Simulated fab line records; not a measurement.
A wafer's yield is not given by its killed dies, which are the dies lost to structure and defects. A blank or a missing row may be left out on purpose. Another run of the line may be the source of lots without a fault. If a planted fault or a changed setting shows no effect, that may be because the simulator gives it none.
fab line records / flow n5-finfet
record lots=4 wafers=11 last-day=15
route steps=1938 shown DUMMY_REMOVAL@377 HKMG_FIN@385 BEOL_M4@1111 PASSIVATION@1936
lots that met no fault: taken from a fault-free run of the same line
start-h: start of the lot's first displayed wafer, in hours after the record's first day / wait-h: time in hours since the lot's previous step / " identical to the entry in the row above / L1.1+2: one row covering several wafers at once / - value missing, or start not given / * or withheld: withheld / < > ~ a bound
route shown NAME@n: names a module that has steps shown in the file, with the first one's number in the route / usual: the fault-free wafers' mean and standard deviation / same: alike in all rows / chamber/n: place in a boat / sites: per-site readings / _std_site: their standard deviation / _edge_site: mean of outer sites minus mean of inner sites / radius-mm: for every site, how far away it sits from the centre of the wafer / mask NAME#n: copy n / behind: the most recent tool/chamber to have shaped the wafer / hold: why the lot went on hold/how many hours it stayed there/how the hold came to an end / device: the transistor (n, p or np) that didn't switch / end of line: at the end of the route, the tests of the same wafers / where a step has no rows: the recipe by itself / killed: not the wafer's yield, but the dies lost to structure and defects at the first sort / map: a wafer's dies, marking killed ones x, the rest . and places with no die _
set.NAME: the setting that was run; set.NAME@STEP: the one run at that earlier step / model.NAME: the simulator's own value behind a step, which no gauge read
lots seen at some steps along the route; tables by step, rows by wafer
services: from which hour (start-h, from the record's first day; less than 0 if before it) a tool's chamber was out of use, for how many hours, and why
## steps
# step N5_DUMMY_REMOVAL_HM_STRIP_01
# recipe chemistry=CH3F/O2 material=SiNx target-depth-a=40 stop-on=poly-Si time-s=6.8 over-etch-frac=0.3 ion-energy-ev=60 power-w=410 bias-w=29 Ar_flow_sccm=150 CH3F_flow_sccm=30 O2_flow_sccm=20
# step N5_DUMMY_REMOVAL_STRIP_10
# recipe chemistry=N2/H2 time-s=40 power-w=100 temp-c=40 pressure-mtorr=100 rf-frequency-hz=6e+07 bias-power-w=3 n2-flow-sccm=300 h2-flow-sccm=300
# step N5_DUMMY_REMOVAL_PRECLEAN_07
# recipe chemistry=dHF time-s=30 temp-c=25 dilution=withheld
# step N5_DUMMY_REMOVAL_DUMMY_REMOVE_02
# recipe chemistry=TMAH temp-c=70 target=poly-Si stop-on=SiO2 target-depth-nm=142 conc-wt-pct=5 time-s=57 dry=ipa-marangoni rinse-time-s=30 rinse-temp-c=23
# step N5_DUMMY_REMOVAL_PRECLEAN_08
# recipe chemistry=NF3:NH3 afs-cycles=2 temp-c=30 time-s=20 sublimation-temp-c=180 sublimation-time-s=60 pressure-torr=3 rf-power-w=30
# step N5_DUMMY_REMOVAL_PRECLEAN_04
# recipe chemistry=DHF time-s=37 temp-c=25 dilution=500:1
# step N5_DUMMY_REMOVAL_SRD_05
# recipe dry=ipa-marangoni do-ppb=5 time-s=30 temp-c=23 rinse-liquid=diw
# step N5_HKMG_FIN_IL_REGROW_00
# recipe material=SiO2 target-thk-a=7.5 chemistry=O3 temp-c=withheld time-s=30
# step N5_HKMG_FIN_HK_ALD_01
# recipe material=HfO2 target-thk-a=16 temp-c=withheld ald-precursor-family=HfCl4 ald-co-reactant=H2O pulse-time-s=3 purge-time-s=3 co-reactant-purge-time-s=2.5 co-reactant-pulse-time-s=0.3 ald-cycles=30
# step N5_HKMG_FIN_HK_ANNEAL_02
# recipe temp-c=700 time-s=30 ambient=N2 idle-temp-c=600 ramp-up-c-per-s=150 ramp-down-c-per-s=60 cool-to-c=600
# step N5_HKMG_FIN_ALD_74
# recipe material=La2O3 target-thk-a=5 temp-c=250 ald-precursor-family=La-Cp ald-co-reactant=O3 pulse-time-s=6 co-reactant-pulse-time-s=1 purge-time-s=3 co-reactant-purge-time-s=3
# usual heater-power-outer-w=188/21 heater-power-w=350/33 precursor-pulse-height-rel=0.999/0.018
lot.wafer=L358.1 tool=ald-hk-03 chamber=3 start-h=77.24 wait-h=0.2 heater-power-outer-w=174 heater-power-w=320 precursor-pulse-height-rel=0.980
lot.wafer=L358.2 tool=ald-hk-03 chamber=1 start-h=77.24 wait-h=0.2 heater-power-outer-w=144 heater-power-w=277 precursor-pulse-height-rel=0.995
lot.wafer=L358.3 tool=ald-hk-03 chamber=0 start-h=77.24 wait-h=0.2 heater-power-outer-w=201 heater-power-w=365 precursor-pulse-height-rel=1.008
lot.wafer=L360.4 tool=ald-hk-03 chamber=2 start-h=85.64 wait-h=0.2 heater-power-outer-w=164 heater-power-w=352 precursor-pulse-height-rel=1.004
lot.wafer=L360.6 tool=ald-hk-03 chamber=0 start-h=85.64 wait-h=0.2 heater-power-outer-w=211 heater-power-w=376 precursor-pulse-height-rel=1.015
lot.wafer=L363.1 tool=ald-hk-03 chamber=0 start-h=100.68 wait-h=0.2 heater-power-outer-w=209 heater-power-w=362 precursor-pulse-height-rel=0.999
lot.wafer=L363.4 tool=ald-hk-03 chamber=2 start-h=100.68 wait-h=0.2 heater-power-outer-w=172 heater-power-w=348 precursor-pulse-height-rel=1.022
lot.wafer=L363.6 tool=ald-hk-03 chamber=2 start-h=100.68 wait-h=0.2 heater-power-outer-w=168 heater-power-w=338 precursor-pulse-height-rel=0.964
lot.wafer=L373.1 tool=ald-hk-01 chamber=1 start-h=165.87 wait-h=0.2 heater-power-outer-w=192 heater-power-w=355 precursor-pulse-height-rel=1.014
lot.wafer=L373.2 tool=ald-hk-01 chamber=3 start-h=165.87 wait-h=0.2 heater-power-outer-w=210 heater-power-w=369 precursor-pulse-height-rel=1.018
lot.wafer=L373.3 tool=ald-hk-01 chamber=2 start-h=165.87 wait-h=0.2 heater-power-outer-w=204 heater-power-w=380 precursor-pulse-height-rel=0.991
# step N5_HKMG_FIN_ALD_75
# recipe material=Al2O3 target-thk-a=10 temp-c=150 ald-precursor-family=TMA ald-co-reactant=H2O pulse-time-s=withheld co-reactant-pulse-time-s=1
# step N5_HKMG_FIN_COAT_41
# recipe resist=SOC temp-c=250 time-s=60 spin-rpm=1500 resist-thk-nm=300
# step N5_HKMG_FIN_COAT_42
# recipe resist=SiARC temp-c=220 time-s=60 spin-rpm=1500 resist-thk-nm=35
# step N5_HKMG_FIN_COAT_43
# recipe resist=CAR-ArF spin-rpm=1500 resist-thk-nm=90
# step N5_HKMG_FIN_EBR_45
# recipe solvent=PGMEA ebr-width-mm=1.5
# step N5_HKMG_FIN_SOFTBAKE_44
# recipe temp-c=110 time-s=60 resist=CAR-ArF
# step N5_HKMG_FIN_EXPOSE_46
# recipe mask-id=NDIPOLE na=1.35 source-shape=conventional sigma-outer=0.8 polarization=unpolarized dose-mj=40
# step N5_HKMG_FIN_PEB_47
# recipe peb-temp-c=withheld peb-time-s=60 resist=CAR-ArF
# step N5_HKMG_FIN_DEVELOP_48
# recipe develop-time-s=30 developer=TMAH resist=CAR-ArF rinse-liquid=diw dry=air-spin dev-temp-c=23
# step N5_HKMG_FIN_DESCUM_53
# recipe chemistry=O2 time-s=7.9 source-power-w=50 bias-power-w=20 pressure-mtorr=20 rf-frequency-hz=2.712e+07 temp-c=40 resist=CAR-ArF o2-flow-sccm=225
# step N5_HKMG_FIN_ETCH_54
# recipe chemistry=CF4 target=SiARC target-depth-a=455 mask-material=CAR-ArF time-s=75.8 ion-energy-ev=80 pressure-mtorr=40 source-w=545 bias-w=36 Ar_flow_sccm=100 cf4-flow-sccm=100 ends=cleared
# step N5_HKMG_FIN_ETCH_55
# recipe chemistry=N2/H2 target=SOC target-depth-a=2400 temp-c=40 time-s=300 ion-energy-ev=200 mask-material=SiARC pressure-mtorr=30 source-w=840 bias-w=150 n2-flow-sccm=200 h2-flow-sccm=200
# step N5_HKMG_FIN_STRIP_56
# recipe chemistry=N2/H2 temp-c=40 n2-flow-sccm=200 h2-flow-sccm=200 rf-frequency-hz=6e+07
# step N5_HKMG_FIN_STRIP_57
# recipe chemistry=CF4 resist=SiARC power-w=300 bias-power-w=75 pressure-mtorr=50 cf4-flow-sccm=150 rf-frequency-hz=6e+07
# step N5_HKMG_FIN_ETCH_58
# recipe chemistry=N2/H2 target=SOC target-depth-a=2158 ion-energy-ev=50 bias-w=13 time-s=741 pressure-mtorr=30 source-w=875 n2-flow-sccm=200 h2-flow-sccm=200
# step N5_HKMG_FIN_STRIP_93
# recipe chemistry=N2/H2 material=SOC time-s=20 power-w=500 temp-c=40 pressure-mtorr=50 rf-frequency-hz=6e+07 bias-power-w=8 h2-frac=0.5 n2-flow-sccm=300 h2-flow-sccm=300
# step N5_HKMG_FIN_WET_ETCH_76
# recipe chemistry=dNH4OH mix=1:50 temp-c=25 target=Al2O3 stop-on=La2O3 target-depth-nm=2.25 dry=ipa-marangoni rinse-time-s=30 rinse-temp-c=23
# step N5_HKMG_FIN_STRIP_60
# recipe chemistry=N2/H2 power-w=2500 temp-c=300 h2-frac=0.65 time-s=360 pressure-mtorr=withheld n2-flow-sccm=1750 h2-flow-sccm=3250
# step N5_HKMG_FIN_WET_ETCH_77
# recipe chemistry=dHCl mix=1:10000 temp-c=25 target=La2O3 stop-on=HfO2 target-depth-nm=2
# step N5_HKMG_FIN_WET_ETCH_78
# recipe chemistry=dNH4OH mix=1:50 temp-c=25 target=Al2O3 stop-on=La2O3 target-depth-nm=4.5 dry=ipa-marangoni rinse-time-s=30 rinse-temp-c=23
# step N5_HKMG_FIN_ALD_79
# recipe material=TiN target-thk-a=15 temp-c=400 ald-precursor-family=TiCl4 ald-co-reactant=NH3 pulse-time-s=1 purge-time-s=3 co-reactant-purge-time-s=2 co-reactant-pulse-time-s=2 ald-cycles=68 pressure-torr=3
# step N5_HKMG_FIN_CVD_62
# recipe material=a-Si target-thk-a=30 temp-c=500 precursor=Si2H6 pressure-torr=1 time-s=20.8
# step N5_HKMG_FIN_RTA_80
# recipe temp-c=withheld time-s=2 ambient=N2 idle-temp-c=600 ramp-up-c-per-s=150 ramp-down-c-per-s=60 cool-to-c=600
# step N5_HKMG_FIN_PRECLEAN_64
# recipe chemistry=dHF time-s=30 temp-c=25 dilution=withheld
# step N5_HKMG_FIN_WET_ETCH_65
# recipe chemistry=TMAH temp-c=70 conc-wt-pct=5 target=a-Si stop-on=TiN time-s=49 target-depth-nm=3
# step N5_HKMG_FIN_WET_ETCH_81
# recipe chemistry=SC1 target=TiN stop-on=HfO2 mix=1:1:5 temp-c=60 time-s=57 target-depth-nm=6
# step N5_BEOL_M4_RC_MEAS_101
# usual DIBL_N=36.1/1.5 DIBL_P=36.1/1.9 IOFF_N=0.159/0.029 IOFF_P=0.21/0.038 IOFF_P_85C=3.7/0.54 IOFF_P_LIN=0.102/0.015 IOFF_P_LONG=0.000108/1.2e-05 ION_N=675/11 ION_P=464/8.1 SS_N=71.5/0.57 SS_P=73.3/0.64 VT_N=249/3.1 VT_N_LVT=99/3.1 VT_P=-250/3.8 VT_P_LONG=-275/3.8
lot.wafer=L358.1 tool=prober-01 chamber=0 start-h=158.44 wait-h=0.0 DIBL_N[mV/V]=37.8 DIBL_P[mV/V]=38.6 IOFF_N[nA/um]=0.157 IOFF_P[nA/um]=0.23 IOFF_P_85C[nA/um]=3.8 IOFF_P_LIN[nA/um]=0.107 IOFF_P_LONG[nA/um]=0.000108 ION_N[uA/um]=676 ION_P[uA/um]=466 SS_N[mV/dec]=71.5 SS_P[mV/dec]=74.0 VT_N[mV]=250 VT_N_LVT[mV]=99 VT_P[mV]=-252 VT_P_LONG[mV]=-276
lot.wafer=L358.2 tool=prober-01 chamber=0 start-h=158.44 wait-h=0.0 DIBL_N[mV/V]=36.6 DIBL_P[mV/V]=37.6 IOFF_N[nA/um]=0.131 IOFF_P[nA/um]=0.21 IOFF_P_85C[nA/um]=3.5 IOFF_P_LIN[nA/um]=0.100 IOFF_P_LONG[nA/um]=0.000106 ION_N[uA/um]=669 ION_P[uA/um]=459 SS_N[mV/dec]=71.9 SS_P[mV/dec]=72.8 VT_N[mV]=253 VT_N_LVT[mV]=104 VT_P[mV]=-250 VT_P_LONG[mV]=-275
lot.wafer=L358.3 tool=prober-01 chamber=0 start-h=158.44 wait-h=0.0 DIBL_N[mV/V]=36.5 DIBL_P[mV/V]=37.0 IOFF_N[nA/um]=0.133 IOFF_P[nA/um]=0.21 IOFF_P_85C[nA/um]=3.5 IOFF_P_LIN[nA/um]=0.101 IOFF_P_LONG[nA/um]=0.000107 ION_N[uA/um]=671 ION_P[uA/um]=466 SS_N[mV/dec]=71.6 SS_P[mV/dec]=72.8 VT_N[mV]=252 VT_N_LVT[mV]=101 VT_P[mV]=-250 VT_P_LONG[mV]=-274
lot.wafer=L360.4 tool=prober-02 chamber=0 start-h=177.17 wait-h=0.5 DIBL_N[mV/V]=36.6 DIBL_P[mV/V]=36.9 IOFF_N[nA/um]=0.173 IOFF_P[nA/um]=0.96 IOFF_P_85C[nA/um]=12.5 IOFF_P_LIN[nA/um]=0.434 IOFF_P_LONG[nA/um]=0.000384 ION_N[uA/um]=691 ION_P[uA/um]=529 SS_N[mV/dec]=72.1 SS_P[mV/dec]=73.4 VT_N[mV]=248 VT_N_LVT[mV]=136 VT_P[mV]=-210 VT_P_LONG[mV]=-233
lot.wafer=L360.6 tool=prober-02 chamber=0 start-h=177.17 wait-h=0.5 DIBL_N[mV/V]=35.3 DIBL_P[mV/V]=35.5 IOFF_N[nA/um]=0.145 IOFF_P[nA/um]=0.21 IOFF_P_85C[nA/um]=3.6 IOFF_P_LIN[nA/um]=0.101 IOFF_P_LONG[nA/um]=0.000116 ION_N[uA/um]=675 ION_P[uA/um]=465 SS_N[mV/dec]=72.1 SS_P[mV/dec]=73.7 VT_N[mV]=250 VT_N_LVT[mV]=99 VT_P[mV]=-249 VT_P_LONG[mV]=-273
lot.wafer=L363.1 tool=prober-01 chamber=0 start-h=194.50 wait-h=0.0 DIBL_N[mV/V]=34.2 DIBL_P[mV/V]=33.8 IOFF_N[nA/um]=0.128 IOFF_P[nA/um]=0.68 IOFF_P_85C[nA/um]=9.7 IOFF_P_LIN[nA/um]=0.338 IOFF_P_LONG[nA/um]=0.000312 ION_N[uA/um]=677 ION_P[uA/um]=520 SS_N[mV/dec]=70.9 SS_P[mV/dec]=72.9 VT_N[mV]=250 VT_N_LVT[mV]=139 VT_P[mV]=-214 VT_P_LONG[mV]=-238
lot.wafer=L363.4 tool=prober-01 chamber=0 start-h=194.50 wait-h=0.0 DIBL_N[mV/V]=33.7 DIBL_P[mV/V]=32.8 IOFF_N[nA/um]=0.117 IOFF_P[nA/um]=0.65 IOFF_P_85C[nA/um]=9.3 IOFF_P_LIN[nA/um]=0.336 IOFF_P_LONG[nA/um]=0.000309 ION_N[uA/um]=657 ION_P[uA/um]=505 SS_N[mV/dec]=71.3 SS_P[mV/dec]=72.1 VT_N[mV]=254 VT_N_LVT[mV]=139 VT_P[mV]=-215 VT_P_LONG[mV]=-240
lot.wafer=L363.6 tool=prober-01 chamber=0 start-h=194.50 wait-h=0.0 DIBL_N[mV/V]=34.5 DIBL_P[mV/V]=35.0 IOFF_N[nA/um]=0.151 IOFF_P[nA/um]=0.21 IOFF_P_85C[nA/um]=3.5 IOFF_P_LIN[nA/um]=0.100 IOFF_P_LONG[nA/um]=0.000104 ION_N[uA/um]=686 ION_P[uA/um]=471 SS_N[mV/dec]=71.1 SS_P[mV/dec]=73.0 VT_N[mV]=251 VT_N_LVT[mV]=97 VT_P[mV]=-249 VT_P_LONG[mV]=-279
lot.wafer=L373.1 tool=prober-01 chamber=0 start-h=255.01 wait-h=0.0 DIBL_N[mV/V]=36.6 DIBL_P[mV/V]=35.9 IOFF_N[nA/um]=0.169 IOFF_P[nA/um]=0.20 IOFF_P_85C[nA/um]=3.5 IOFF_P_LIN[nA/um]=0.095 IOFF_P_LONG[nA/um]=0.000108 ION_N[uA/um]=678 ION_P[uA/um]=454 SS_N[mV/dec]=71.3 SS_P[mV/dec]=73.2 VT_N[mV]=247 VT_N_LVT[mV]=97 VT_P[mV]=-255 VT_P_LONG[mV]=-276
lot.wafer=L373.2 tool=prober-01 chamber=0 start-h=255.01 wait-h=0.0 DIBL_N[mV/V]=34.8 DIBL_P[mV/V]=34.1 IOFF_N[nA/um]=0.151 IOFF_P[nA/um]=0.19 IOFF_P_85C[nA/um]=3.2 IOFF_P_LIN[nA/um]=0.091 IOFF_P_LONG[nA/um]=0.000105 ION_N[uA/um]=678 ION_P[uA/um]=463 SS_N[mV/dec]=70.5 SS_P[mV/dec]=73.4 VT_N[mV]=251 VT_N_LVT[mV]=98 VT_P[mV]=-252 VT_P_LONG[mV]=-277
lot.wafer=L373.3 tool=prober-01 chamber=0 start-h=255.01 wait-h=0.0 DIBL_N[mV/V]=37.9 DIBL_P[mV/V]=37.3 IOFF_N[nA/um]=0.196 IOFF_P[nA/um]=0.24 IOFF_P_85C[nA/um]=4.0 IOFF_P_LIN[nA/um]=0.109 IOFF_P_LONG[nA/um]=0.000103 ION_N[uA/um]=688 ION_P[uA/um]=465 SS_N[mV/dec]=71.3 SS_P[mV/dec]=73.2 VT_N[mV]=249 VT_N_LVT[mV]=94 VT_P[mV]=-250 VT_P_LONG[mV]=-277
# step N5_PASSIVATION_PROBE_49
# usual defect-limited-yield=91.5/1.6 killed_at_M0_to_M3=33/10 killed_at_M4_up=13/5.6 killed-at-contacts=13/6 killed-at-front-end=39/12 killed-at-other=3.0/2.8 killed-dies=101/19 killed-open=65/13 killed-short=32/8.3 sort_bin_4_leakage=0.00/0.0072 sort_bin_5_function=5.0/1 sort_bin_6_memory=3.1/0.69 sort-n-pass=1079/19 sort-yield-pct=91.5/1.6
# same gross-dies=1180 killed-at-back-side=0 sort_bin_8_speed[%]=0
lot.wafer=L358.1 tool=prober-02 chamber=- start-h=248.81 wait-h=0.0 defect-limited-yield[%]=89.4 killed_at_M0_to_M3=38 killed_at_M4_up=22 killed-at-contacts=24 killed-at-front-end=39 killed-at-other=2 killed-dies=125 killed-open=86 killed-short=36 sort_bin_4_leakage[%]=0 sort_bin_5_function[%]=6.2 sort_bin_6_memory[%]=4.0 sort-n-pass=1055 sort-yield-pct[%]=89.4
lot.wafer=L358.2 tool=prober-02 chamber=- start-h=248.86 wait-h=0.1 defect-limited-yield[%]=93.1 killed_at_M0_to_M3=33 killed_at_M4_up=10 killed-at-contacts=11 killed-at-front-end=21 killed-at-other=7 killed-dies=82 killed-open=53 killed-short=22 sort_bin_4_leakage[%]=0 sort_bin_5_function[%]=3.6 sort_bin_6_memory[%]=2.5 sort-n-pass=1098 sort-yield-pct[%]=93.1
lot.wafer=L358.3 tool=prober-02 chamber=- start-h=248.91 wait-h=0.1 defect-limited-yield[%]=90.2 killed_at_M0_to_M3=32 killed_at_M4_up=16 killed-at-contacts=13 killed-at-front-end=51 killed-at-other=4 killed-dies=116 killed-open=72 killed-short=31 sort_bin_4_leakage[%]=0 sort_bin_5_function[%]=4.7 sort_bin_6_memory[%]=4.3 sort-n-pass=1064 sort-yield-pct[%]=90.2
lot.wafer=L360.4 tool=prober-02 chamber=- start-h=278.54 wait-h=0.2 defect-limited-yield[%]=91.8 killed_at_M0_to_M3=36 killed_at_M4_up=16 killed-at-contacts=6 killed-at-front-end=38 killed-at-other=1 killed-dies=97 killed-open=68 killed-short=28 sort_bin_4_leakage[%]=88.64 sort_bin_5_function[%]=4.9 sort_bin_6_memory[%]=3.1 sort-n-pass=37 sort-yield-pct[%]=3.1
lot.wafer=L360.6 tool=prober-02 chamber=- start-h=278.64 wait-h=0.3 defect-limited-yield[%]=91.3 killed_at_M0_to_M3=35 killed_at_M4_up=20 killed-at-contacts=8 killed-at-front-end=39 killed-at-other=1 killed-dies=103 killed-open=68 killed-short=29 sort_bin_4_leakage[%]=0 sort_bin_5_function[%]=4.9 sort_bin_6_memory[%]=3.3 sort-n-pass=1077 sort-yield-pct[%]=91.3
lot.wafer=L363.1 tool=prober-01 chamber=- start-h=308.30 wait-h=0.0 defect-limited-yield[%]=92.6 killed_at_M0_to_M3=38 killed_at_M4_up=12 killed-at-contacts=12 killed-at-front-end=22 killed-at-other=3 killed-dies=87 killed-open=59 killed-short=26 sort_bin_4_leakage[%]=57.88 sort_bin_5_function[%]=3.8 sort_bin_6_memory[%]=3.3 sort-n-pass=410 sort-yield-pct[%]=34.7
lot.wafer=L363.4 tool=prober-01 chamber=- start-h=308.45 wait-h=0.2 defect-limited-yield[%]=86.4 killed_at_M0_to_M3=47 killed_at_M4_up=21 killed-at-contacts=23 killed-at-front-end=68 killed-at-other=1 killed-dies=160 killed-open=110 killed-short=43 sort_bin_4_leakage[%]=44.41 sort_bin_5_function[%]=8.3 sort_bin_6_memory[%]=4.8 sort-n-pass=496 sort-yield-pct[%]=42.0
lot.wafer=L363.6 tool=prober-01 chamber=- start-h=308.55 wait-h=0.3 defect-limited-yield[%]=91.4 killed_at_M0_to_M3=35 killed_at_M4_up=22 killed-at-contacts=11 killed-at-front-end=30 killed-at-other=4 killed-dies=102 killed-open=72 killed-short=28 sort_bin_4_leakage[%]=0 sort_bin_5_function[%]=5.3 sort_bin_6_memory[%]=3.2 sort-n-pass=1078 sort-yield-pct[%]=91.4
lot.wafer=L373.1 tool=prober-02 chamber=- start-h=360.01 wait-h=0.0 defect-limited-yield[%]=91.3 killed_at_M0_to_M3=35 killed_at_M4_up=14 killed-at-contacts=6 killed-at-front-end=40 killed-at-other=8 killed-dies=103 killed-open=79 killed-short=24 sort_bin_4_leakage[%]=0 sort_bin_5_function[%]=5.9 sort_bin_6_memory[%]=2.2 sort-n-pass=1077 sort-yield-pct[%]=91.3
lot.wafer=L373.2 tool=prober-02 chamber=- start-h=360.06 wait-h=0.1 defect-limited-yield[%]=90.1 killed_at_M0_to_M3=28 killed_at_M4_up=22 killed-at-contacts=15 killed-at-front-end=51 killed-at-other=1 killed-dies=117 killed-open=81 killed-short=36 sort_bin_4_leakage[%]=0 sort_bin_5_function[%]=5.9 sort_bin_6_memory[%]=3.5 sort-n-pass=1063 sort-yield-pct[%]=90.1
lot.wafer=L373.3 tool=prober-02 chamber=- start-h=360.11 wait-h=0.1 defect-limited-yield[%]=92.3 killed_at_M0_to_M3=35 killed_at_M4_up=5 killed-at-contacts=10 killed-at-front-end=32 killed-at-other=9 killed-dies=91 killed-open=62 killed-short=28 sort_bin_4_leakage[%]=0 sort_bin_5_function[%]=4.8 sort_bin_6_memory[%]=2.7 sort-n-pass=1089 sort-yield-pct[%]=92.3
# killed by level:class
L358.1 MOL_CONTACT_COAG:geometric-particle:open=19 BEOL_M4:geometric-particle:open=12 BEOL_M3:geometric-particle:open=12 GATE_CUT:geometric-particle:short=11 BEOL_M2:geometric-particle:open=8 FIN_SAQP:geometric-particle:short=7 BEOL_M1:geometric-particle:open=7 DUMMY_GATE:geometric-particle:open=6
L358.2 MOL_CONTACT_COAG:geometric-particle:open=10 BEOL_M2:geometric-particle:open=10 BEOL_M1:geometric-particle:open=6 BEOL_M3:geometric-particle:open=5 FIN_SAQP:geometric-particle:open=4 FIN_SAQP:geometric-particle:short=4 BEOL_M0_SAQP:geometric-particle:short=4 BEOL_M0_SAQP:geometric-particle:open=4
L358.3 FIN_SAQP:geometric-particle:open=11 BEOL_M3:geometric-particle:open=11 MOL_CONTACT_COAG:geometric-particle:open=9 GATE_CUT:geometric-particle:short=8 BEOL_M4:geometric-particle:open=8 BEOL_M0_SAQP:geometric-particle:short=6 STARTING-WAFER:geometric-particle:open=6 FIN_SAQP:geometric-particle:short=5
L360.4 STI_FIN_REVEAL:geometric-particle:open=11 BEOL_M2:geometric-particle:open=9 BEOL_M0_SAQP:geometric-particle:open=7 FIN_SAQP:geometric-particle:open=6 BEOL_M4:geometric-particle:open=6 BEOL_M1:geometric-particle:open=5 MOL_CONTACT_COAG:geometric-particle:open=5 BEOL_M2:geometric-particle:short=5
L360.6 BEOL_M2:geometric-particle:open=14 STI_FIN_REVEAL:geometric-particle:open=8 BEOL_M4:geometric-particle:open=8 BEOL_M0_SAQP:geometric-particle:open=6 FIN_SAQP:geometric-particle:open=5 MOL_CONTACT_COAG:geometric-particle:open=5 GATE_CUT:geometric-particle:short=4 BEOL_M2:geometric-particle:short=4
L363.1 BEOL_M2:geometric-particle:open=12 BEOL_M1:geometric-particle:open=8 MOL_CONTACT_COAG:geometric-particle:open=8 BEOL_M3:geometric-particle:open=6 FIN_SAQP:geometric-particle:open=5 BEOL_M3:geometric-particle:short=5 ILD0:geometric-particle:open=4 MOL_CONTACT_COAG:geometric-particle:short=4
L363.4 FIN_SAQP:geometric-particle:open=19 MOL_CONTACT_COAG:geometric-particle:open=13 BEOL_M4:geometric-particle:open=10 STI_FIN_REVEAL:geometric-particle:open=9 MOL_CONTACT_COAG:geometric-particle:short=9 BEOL_M0_SAQP:geometric-particle:open=9 DUMMY_GATE:geometric-particle:open=8 BEOL_M0_SAQP:geometric-particle:short=8
L363.6 MOL_CONTACT_COAG:geometric-particle:open=11 FIN_SAQP:geometric-particle:open=10 BEOL_M2:geometric-particle:open=8 BEOL_M4:geometric-particle:open=7 FIN_SAQP:geometric-particle:short=6 BEOL_M1:geometric-particle:open=6 BEOL_M0_SAQP:geometric-particle:open=6 BEOL_M3:geometric-particle:open=5
L373.1 STI_FIN_REVEAL:geometric-particle:open=12 DUMMY_GATE:geometric-particle:open=12 BEOL_M0_SAQP:geometric-particle:open=9 BEOL_M4:geometric-particle:open=7 MOL_CONTACT_COAG:geometric-particle:open=5 BEOL_M0:geometric-particle:open=5 BEOL_M1:geometric-particle:open=5 DUMMY_GATE:geometric-particle:short=4
L373.2 MOL_CONTACT_COAG:geometric-particle:open=13 DUMMY_GATE:geometric-particle:open=10 BEOL_M3:geometric-particle:open=9 BEOL_M4:geometric-particle:open=8 STI_FIN_REVEAL:geometric-particle:open=6 GATE_CUT:geometric-particle:short=6 BEOL_M1:geometric-particle:open=6 BEOL_M2:geometric-particle:open=5
L373.3 BEOL_M2:geometric-particle:open=11 MOL_CONTACT_COAG:geometric-particle:open=10 DUMMY_GATE:geometric-particle:open=9 BEOL_M0_SAQP:geometric-particle:short=8 FIN_SAQP:geometric-particle:open=6 PAD_METAL:geometric-particle:open=5 BEOL_M0:geometric-particle:open=4 BEOL_M3:geometric-particle:open=4
# map L360.6 (x killed, . not)
_________________x.x.........________________
______________.x.x.x.....x...x.._____________
___________x......x.x...x..........__________
__________.......x.....x......x....._________
________x............x................_______
_______...x.............xx.............______
______..x...............x.x..x......x..._____
_____.................x..................____
____.....x............................x...___
___...xx........x.......xx...........x.....__
___..........................x.....x...x...__
__..xx.x.....x.........x..x.........x..x...._
__................x.............xx.x........_
_....xx........................x....x..x.....
_..x...x................................x....
_x............x............................x.
_..........x................................x
_.....x..........x.....................x..x..
_..............x.x.....x...x.................
_.............x.......x.....x..........x.....
_.................x....x...x.x...............
__.......x.x....x................x..x......._
__........................x..............x.._
___..x...............x..x..................__
___........x..............x...............x__
____.................x.................x..___
_____....................................____
______.................................._____
_______...........................x....______
________.x..........x.....x........x.._______
__________.......x.................._________
___________..x.x.......x.x.........__________
______________.................._____________
_________________x...........________________
# map L363.4 (x killed, . not)
_________________.x.x....x...________________
______________.................._____________
___________.x.x......x.............__________
__________....x.x..................._________
________....xx.xxx.x.x................_______
_______...x.....x.....x..........xx....______
______........x....x..x.x..............._____
_____.........x.x.........x........x.....____
____...........x......x.xx................___
___.....x..x.............x..............x..__
___.........x..x....x.x................x.x.__
__................x.x............x...x......_
__.........x.............x.....xx.....x....._
_..x.x....x......x..x.................x..x...
_.x.x.......................x........x.......
_x.x.x..x......x..x.x....x...................
_........x.......x..x.........xxx............
_............x..x.........xxx.......x........
_.....x.............x......x.........x...x...
_..............x......x...x..x........x......
_..x....x...x.......................x....x.x.
__x.x...xx......x.x..x.....x........x......._
__........x....x..........x..............x.._
___.x........xx....x........xx.......x.x...__
___..........xx.x.......x.x................__
____..x.x.....x..x...x...........x........___
_____x............x.x...x................____
______..x...x...................x......._____
_______..x.x.......x...x.........x....x______
________...........xx................x_______
__________......x..x......x..xx...x._________
___________.................x..x...__________
______________......x...x.xxx..._____________
_________________........x...________________
## services
tool=ald-hk-03 chamber=- start-h=112.21 hours=0.3 kind=repair
## key
first-sign step=N5_BEOL_M4_RC_MEAS_101 reading=IOFF_P_LONG direction=up sigmas=19 usual=0.000108 struck=0.000335
effect step=N5_BEOL_M4_RC_MEAS_101 reading=IOFF_P_LIN direction=up sigmas=18 usual=0.102 struck=0.369
effect step=N5_BEOL_M4_RC_MEAS_101 reading=IOFF_P direction=up sigmas=14 usual=0.21 struck=0.76
effect step=N5_BEOL_M4_RC_MEAS_101 reading=IOFF_P_85C direction=up sigmas=13 usual=3.7 struck=10.5
effect step=N5_BEOL_M4_RC_MEAS_101 reading=VT_N_LVT direction=up sigmas=13 usual=99 struck=138
effect step=N5_BEOL_M4_RC_MEAS_101 reading=VT_P_LONG direction=up sigmas=10 usual=-275 struck=-237
effect step=N5_BEOL_M4_RC_MEAS_101 reading=VT_P direction=up sigmas=9.8 usual=-250 struck=-213
effect step=N5_BEOL_M4_RC_MEAS_101 reading=ION_P direction=up sigmas=6.7 usual=464 struck=518
effect step=N5_PASSIVATION_PROBE_49 reading=sort_bin_4_leakage direction=up sigmas=99+ usual=0.00 struck=63.64
met-at N5_HKMG_FIN_ALD_74
struck-wafers L360.4,L363.1,L363.4
onset-between 77.24 85.64
fault kind=process-parameter-drift tool=ald-hk-03 chamber=- onset-h=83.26 steps=N5_HKMG_FIN_ALD_74 channel=target-thk-a offset=* shape=step end-h=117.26 scope=struck-wafers-only acts-in=* stated=*
